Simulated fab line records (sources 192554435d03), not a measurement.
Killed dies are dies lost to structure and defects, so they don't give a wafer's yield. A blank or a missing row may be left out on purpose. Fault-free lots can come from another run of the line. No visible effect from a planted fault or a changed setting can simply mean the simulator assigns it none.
Split-lot experiment / flow n5 finfet / 7 lots, 39 wafers read, on a route of 1938 steps

== SPLIT DETAILS ==
At N5_PASSIVATION_PECVD_35 (deposits SiNx from SiH4/NH3/N2, target thk 700 nm, time 151.3 s), the setting time s was moved away from the recipe's 151.3 s on 9 of the 39 wafers read, by -37.5% to -15.3%. All remaining wafers had this setting at the recipe value.

The reading comes from the split's own step.

== THE READING ==
SiNx_of_PASSIVATION_PECVD_35.thk nm (the simulator's own value, which no gauge read), in nm, at N5_PASSIVATION_PECVD_35 (deposits SiNx from SiH4/NH3/N2, target thk 700 nm, time 151.3 s). There is no usual value for it anywhere in the file. Average 701.1 nm, standard deviation 7.2 nm, over the 30 wafers here run with the recipe.

wafer=L076.1; tool, chamber at the split=pecvd-04, 2; time s as run, s=151.3; against the recipe=recipe; SiNx_of_PASSIVATION_PECVD_35.thk nm, nm=694.8; against lot-mates on the recipe=-
wafer=L076.2; tool, chamber at the split=pecvd-04, 1; time s as run, s=151.3; against the recipe=recipe; SiNx_of_PASSIVATION_PECVD_35.thk nm, nm=687.4; against lot-mates on the recipe=-
wafer=L076.3; tool, chamber at the split=pecvd-04, 0; time s as run, s=151.3; against the recipe=recipe; SiNx_of_PASSIVATION_PECVD_35.thk nm, nm=691; against lot-mates on the recipe=-
wafer=L076.4; tool, chamber at the split=pecvd-04, 1; time s as run, s=151.3; against the recipe=recipe; SiNx_of_PASSIVATION_PECVD_35.thk nm, nm=702.8; against lot-mates on the recipe=-
wafer=L076.5; tool, chamber at the split=pecvd-04, 0; time s as run, s=151.3; against the recipe=recipe; SiNx_of_PASSIVATION_PECVD_35.thk nm, nm=704.6; against lot-mates on the recipe=-
wafer=L076.6; tool, chamber at the split=pecvd-04, 2; time s as run, s=151.3; against the recipe=recipe; SiNx_of_PASSIVATION_PECVD_35.thk nm, nm=702.4; against lot-mates on the recipe=-
wafer=L083.1; tool, chamber at the split=pecvd-01, 2; time s as run, s=151.3; against the recipe=recipe; SiNx_of_PASSIVATION_PECVD_35.thk nm, nm=704; against lot-mates on the recipe=-
wafer=L083.2; tool, chamber at the split=pecvd-01, 1; time s as run, s=151.3; against the recipe=recipe; SiNx_of_PASSIVATION_PECVD_35.thk nm, nm=696.4; against lot-mates on the recipe=-
wafer=L083.3; tool, chamber at the split=pecvd-01, 2; time s as run, s=151.3; against the recipe=recipe; SiNx_of_PASSIVATION_PECVD_35.thk nm, nm=705; against lot-mates on the recipe=-
wafer=L083.4; tool, chamber at the split=pecvd-01, 1; time s as run, s=151.3; against the recipe=recipe; SiNx_of_PASSIVATION_PECVD_35.thk nm, nm=705.4; against lot-mates on the recipe=-
wafer=L083.5; tool, chamber at the split=pecvd-01, 2; time s as run, s=151.3; against the recipe=recipe; SiNx_of_PASSIVATION_PECVD_35.thk nm, nm=711.4; against lot-mates on the recipe=-
wafer=L083.6; tool, chamber at the split=pecvd-01, 1; time s as run, s=151.3; against the recipe=recipe; SiNx_of_PASSIVATION_PECVD_35.thk nm, nm=709; against lot-mates on the recipe=-
wafer=L084.1; tool, chamber at the split=pecvd-01, 0; time s as run, s=151.3; against the recipe=recipe; SiNx_of_PASSIVATION_PECVD_35.thk nm, nm=703.2; against lot-mates on the recipe=-
wafer=L084.2; tool, chamber at the split=pecvd-01, 2; time s as run, s=151.3; against the recipe=recipe; SiNx_of_PASSIVATION_PECVD_35.thk nm, nm=701; against lot-mates on the recipe=-
wafer=L084.3; tool, chamber at the split=pecvd-01, 1; time s as run, s=128.2; against the recipe=-15.3%; SiNx_of_PASSIVATION_PECVD_35.thk nm, nm=594.4; against lot-mates on the recipe=-112.1
wafer=L084.4; tool, chamber at the split=pecvd-01, 0; time s as run, s=151.3; against the recipe=recipe; SiNx_of_PASSIVATION_PECVD_35.thk nm, nm=715.4; against lot-mates on the recipe=-
wafer=L084.5; tool, chamber at the split=pecvd-01, 2; time s as run, s=128.2; against the recipe=-15.3%; SiNx_of_PASSIVATION_PECVD_35.thk nm, nm=597.8; against lot-mates on the recipe=-108.7
wafer=L084.6; tool, chamber at the split=pecvd-01, 1; time s as run, s=128.2; against the recipe=-15.3%; SiNx_of_PASSIVATION_PECVD_35.thk nm, nm=604.4; against lot-mates on the recipe=-102.1
wafer=L089.1; tool, chamber at the split=pecvd-04, 0; time s as run, s=151.3; against the recipe=recipe; SiNx_of_PASSIVATION_PECVD_35.thk nm, nm=693.4; against lot-mates on the recipe=-
wafer=L089.2; tool, chamber at the split=pecvd-04, 2; time s as run, s=151.3; against the recipe=recipe; SiNx_of_PASSIVATION_PECVD_35.thk nm, nm=687.8; against lot-mates on the recipe=-
wafer=L089.6; tool, chamber at the split=pecvd-04, 0; time s as run, s=151.3; against the recipe=recipe; SiNx_of_PASSIVATION_PECVD_35.thk nm, nm=701.6; against lot-mates on the recipe=-
wafer=L092.1; tool, chamber at the split=pecvd-04, 0; time s as run, s=151.3; against the recipe=recipe; SiNx_of_PASSIVATION_PECVD_35.thk nm, nm=702.4; against lot-mates on the recipe=-
wafer=L092.2; tool, chamber at the split=pecvd-04, 2; time s as run, s=151.3; against the recipe=recipe; SiNx_of_PASSIVATION_PECVD_35.thk nm, nm=702; against lot-mates on the recipe=-
wafer=L092.3; tool, chamber at the split=pecvd-04, 1; time s as run, s=151.3; against the recipe=recipe; SiNx_of_PASSIVATION_PECVD_35.thk nm, nm=690.4; against lot-mates on the recipe=-
wafer=L092.4; tool, chamber at the split=pecvd-04, 2; time s as run, s=151.3; against the recipe=recipe; SiNx_of_PASSIVATION_PECVD_35.thk nm, nm=709.2; against lot-mates on the recipe=-
wafer=L092.5; tool, chamber at the split=pecvd-04, 1; time s as run, s=151.3; against the recipe=recipe; SiNx_of_PASSIVATION_PECVD_35.thk nm, nm=699; against lot-mates on the recipe=-
wafer=L092.6; tool, chamber at the split=pecvd-04, 0; time s as run, s=151.3; against the recipe=recipe; SiNx_of_PASSIVATION_PECVD_35.thk nm, nm=711.8; against lot-mates on the recipe=-
wafer=L093.1; tool, chamber at the split=pecvd-03, 0; time s as run, s=151.3; against the recipe=recipe; SiNx_of_PASSIVATION_PECVD_35.thk nm, nm=695.8; against lot-mates on the recipe=-
wafer=L093.2; tool, chamber at the split=pecvd-03, 2; time s as run, s=94.6; against the recipe=-37.5%; SiNx_of_PASSIVATION_PECVD_35.thk nm, nm=441; against lot-mates on the recipe=-260.5
wafer=L093.3; tool, chamber at the split=pecvd-03, 1; time s as run, s=94.6; against the recipe=-37.5%; SiNx_of_PASSIVATION_PECVD_35.thk nm, nm=436; against lot-mates on the recipe=-265.5
wafer=L093.4; tool, chamber at the split=pecvd-03, 2; time s as run, s=94.6; against the recipe=-37.5%; SiNx_of_PASSIVATION_PECVD_35.thk nm, nm=451.8; against lot-mates on the recipe=-249.7
wafer=L093.5; tool, chamber at the split=pecvd-03, 1; time s as run, s=151.3; against the recipe=recipe; SiNx_of_PASSIVATION_PECVD_35.thk nm, nm=697.6; against lot-mates on the recipe=-
wafer=L093.6; tool, chamber at the split=pecvd-03, 0; time s as run, s=151.3; against the recipe=recipe; SiNx_of_PASSIVATION_PECVD_35.thk nm, nm=711.2; against lot-mates on the recipe=-
wafer=L094.1; tool, chamber at the split=pecvd-03, 2; time s as run, s=115.3; against the recipe=-23.8%; SiNx_of_PASSIVATION_PECVD_35.thk nm, nm=527; against lot-mates on the recipe=-172.1
wafer=L094.2; tool, chamber at the split=pecvd-03, 0; time s as run, s=151.3; against the recipe=recipe; SiNx_of_PASSIVATION_PECVD_35.thk nm, nm=693.2; against lot-mates on the recipe=-
wafer=L094.3; tool, chamber at the split=pecvd-03, 1; time s as run, s=115.3; against the recipe=-23.8%; SiNx_of_PASSIVATION_PECVD_35.thk nm, nm=522.6; against lot-mates on the recipe=-176.5
wafer=L094.4; tool, chamber at the split=pecvd-03, 2; time s as run, s=151.3; against the recipe=recipe; SiNx_of_PASSIVATION_PECVD_35.thk nm, nm=705.2; against lot-mates on the recipe=-
wafer=L094.5; tool, chamber at the split=pecvd-03, 0; time s as run, s=115.3; against the recipe=-23.8%; SiNx_of_PASSIVATION_PECVD_35.thk nm, nm=536.4; against lot-mates on the recipe=-162.7
wafer=L094.6; tool, chamber at the split=pecvd-03, 1; time s as run, s=151.3; against the recipe=recipe; SiNx_of_PASSIVATION_PECVD_35.thk nm, nm=698.8; against lot-mates on the recipe=-

FIT RESULTS
A straight line over all 39 wafers: SiNx_of_PASSIVATION_PECVD_35.thk nm changes by +6.96 nm for each +1% of time s; r = +1.00; the points scatter about the line by 7.4 nm.
The same after taking each lot's own level away (the mean of its wafers on the recipe; 39 wafers): +6.98 nm for each +1%; r = +1.00; scatter 6.3 nm.
The reading moves by 2.6e+02 nm for the largest change in time s, on that fit.
Measured against the standard deviation above, the lots' own levels, which go from 694.27 to 706.53 nm, span 1.7 times it.
Hence the lot-to-lot level has little effect on the slope; both slopes agree.
Check: -262 nm against its lot-mates is what the line predicts for one of the wafers moved furthest among these (-37.5%) when that wafer is left out of the fit. It came out at -261 nm against them.

== OTHER SPLITS ON THESE WAFERS ==
These wafers also went through other splits before the reading. Each is held against what the fit with the lots' levels taken away leaves over:
other split on the same wafers=N5_BEOL_M0_SAQP_ALD_48 ald cycles; wafers away from the commonest value=12; r with SiNx_of_PASSIVATION_PECVD_35.thk nm (lot level and that fit taken away)=+0.25
other split on the same wafers=N5_BEOL_M7_DESCUM_33 time s; wafers away from the commonest value=12; r with SiNx_of_PASSIVATION_PECVD_35.thk nm (lot level and that fit taken away)=-0.10
other split on the same wafers=N5_BEOL_M9_HM_DEP_02 target thk a; wafers away from the commonest value=18; r with SiNx_of_PASSIVATION_PECVD_35.thk nm (lot level and that fit taken away)=-0.03
other split on the same wafers=N5_BEOL_M11_CVD_75 target thk a; wafers away from the commonest value=6; r with SiNx_of_PASSIVATION_PECVD_35.thk nm (lot level and that fit taken away)=+0.07

== FILE'S OWN FIT ==
SiNx_of_PASSIVATION_PECVD_35.thk nm changes by +6.98 nm for each +1% of time s, r = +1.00.
